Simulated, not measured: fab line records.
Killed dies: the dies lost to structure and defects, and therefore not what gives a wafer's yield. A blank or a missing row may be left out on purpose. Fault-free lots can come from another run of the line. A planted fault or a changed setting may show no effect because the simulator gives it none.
A lot that was struck, set against a sound lot | flow n5_finfet | 15 steps out of a route of 1938
Sound: wafers L437.2, L437.4, L437.6. Struck: wafer L452.5. (L452.1, L452.3 of the same lot were not struck and are left out.) The cause comes at the end.
Per side, at each step with rows, come the tool, then ch with its chambers, and then its first start. Under that, the readings that differ: sound wafers | struck wafers | difference of the means | sigmas: that difference in standard deviations of wafers without a fault.
alike: same words and numbers on both sides, and readings whose means sit less than 2 such deviations apart. not compared: any withheld reading, any reading some wafer has no value for, any bound like >300 that may hide the same value, and any number with overlapping values for which the record gives no deviation.
A row with sigmas, a row that says differs or no value, or rows on one side alone: a step with any of these is where the two part. When numbers do not overlap yet have no deviation, they are printed without sigmas and do not part them. Lack of a reading on every wafer of one side parts them only where that side has two or more wafers.

first, 3 steps without rows for these wafers: N5_MOL_CONTACT_COAG_CONTACT_ETCH_14 (etches SiO2 in C4F6/O2, target depth 27.5 nm, overetch 8.5 nm, time 20 s); N5_MOL_CONTACT_COAG_STRIP_109 (strips in C4F6/O2); N5_MOL_CONTACT_COAG_ETCH_15 (etches SiNx in CH3F/O2, stops on Si:P, target depth 7 nm).
N5_MOL_CONTACT_COAG_ETCH_110: etches Si in CF4/O2, target depth 2.5 nm, time 8 s.
  sound on rie_diel-03 ch 0,1,3, day 6 03:18; struck on rie_diel-01 ch 0, day 9 22:27
  reading                | sound             | struck | difference | sigmas
  oes_product_au (a.u.)  | 0.71 0.68 0.74    | 0.93   | +0.22      | +3
  throttle_valve_pct (%) | 11.14 10.82 10.77 | 10.15  | -0.76      | -3
  alike: drypump_motor_current_A, mfc_ar_sccm, rf_vpp_V, showerhead_plenum_p_Torr
  not compared: rf_hours_counter_h
N5_MOL_CONTACT_COAG_STRIP_98: strips in N2/H2.
  sound on rie_diel-03 ch 0,1,3, day 6 03:21; struck on rie_diel-01 ch 0, day 9 22:30
  reading                | sound             | struck | difference | sigmas
  oes_product_au (a.u.)  | 0.71 0.68 0.73    | 0.90   | +0.19      | +2
  throttle_valve_pct (%) | 19.53 18.76 18.85 | 18.25  | -0.80      | -3
  alike: drypump_motor_current_A, h2_flow_sccm, rf_vpp_V, showerhead_plenum_p_Torr
  not compared: rf_hours_counter_h
N5_MOL_CONTACT_COAG_CD_MEAS_99: target cd 17.2 nm.
  struck on cd_sem-03, day 9 22:34; sound on cd_sem-02, day 6 03:25
  reading    | sound          | struck | difference | sigmas
  cd_nm (nm) | 17.0 16.9 17.3 | 18.0   | +0.9       | +3
then, 3 steps without rows for these wafers: N5_MOL_CONTACT_COAG_IMPLANT_129; N5_MOL_CONTACT_COAG_PRECLEAN_111 (cleans in NF3:NH3, afs cycles 1, time 20 s, sublimation time 60 s); N5_MOL_CONTACT_COAG_TI_SIL_19 (material Ti, target thk 4.2 nm, time 15 s).
N5_MOL_CONTACT_COAG_ALD_20: deposits TiN, target thk 1.5 nm, pulse time 1 s, purge time 3 s.
  sound on ald_metal-02 ch 2,3, day 6 03:59; struck on ald_metal-03 ch 0, day 9 23:13
  alike: heater_power_w, precursor_pulse_height_rel
N5_MOL_CONTACT_COAG_SIL_ANNEAL_21: time 60 s.
  sound on rtp_anneal-01 ch 0, day 6 04:31; struck on rtp_anneal-01 ch 0, day 9 23:45
  alike: lamp_power_pct, lamp_zone_7_pct, wafer_temp_C_max
N5_MOL_CONTACT_COAG_PRE_CLEAN_141: time 60 s.
  struck on pvd_sputter-02, day 10 00:20; sound on pvd_sputter-03, day 6 06:29
  alike: heater_power_w
N5_MOL_CONTACT_COAG_SPUTTER_143: material Co, target thk 2.5 nm.
  struck on pvd_sputter-02, day 10 00:23; sound on pvd_sputter-03, day 6 06:33
  reading                                              | sound       | struck | difference | sigmas
  model.Co_of_MOL_CONTACT_COAG_SPUTTER_143.thk_nm (nm) | 2.8 2.6 2.6 | 0.6    | -2.1       |
  alike: chamber_pressure_pa, throttle_valve_pct
then, 1 step without rows for these wafers: N5_MOL_CONTACT_COAG_CO_FILL_22 (material Co, precursor CCTBA/H2, target thk 20 nm).
-- here the record skips 4 days between the struck wafers' starts before and after, leaving off in module MOL_CONTACT_COAG and picking up in module BEOL_M4 (first step shown: number 1111 of the route) --
N5_BEOL_M4_RC_MEAS_101:
  sound on prober-01 ch 0, day 9 00:07; struck on prober-02 ch 0, day 13 12:50
  reading   | sound          | struck | difference | sigmas
  VT_P (mV) | -246 -247 -244 | -254   | -8         | -2
  alike: DIBL_N, DIBL_P, IOFF_N, IOFF_P, ION_N, ION_P, SS_N, SS_P, VT_N

WHERE THEY PART
Earliest at N5_MOL_CONTACT_COAG_ETCH_110; latest, in this record, at N5_BEOL_M4_RC_MEAS_101.

WHY: what had been put in by the simulator
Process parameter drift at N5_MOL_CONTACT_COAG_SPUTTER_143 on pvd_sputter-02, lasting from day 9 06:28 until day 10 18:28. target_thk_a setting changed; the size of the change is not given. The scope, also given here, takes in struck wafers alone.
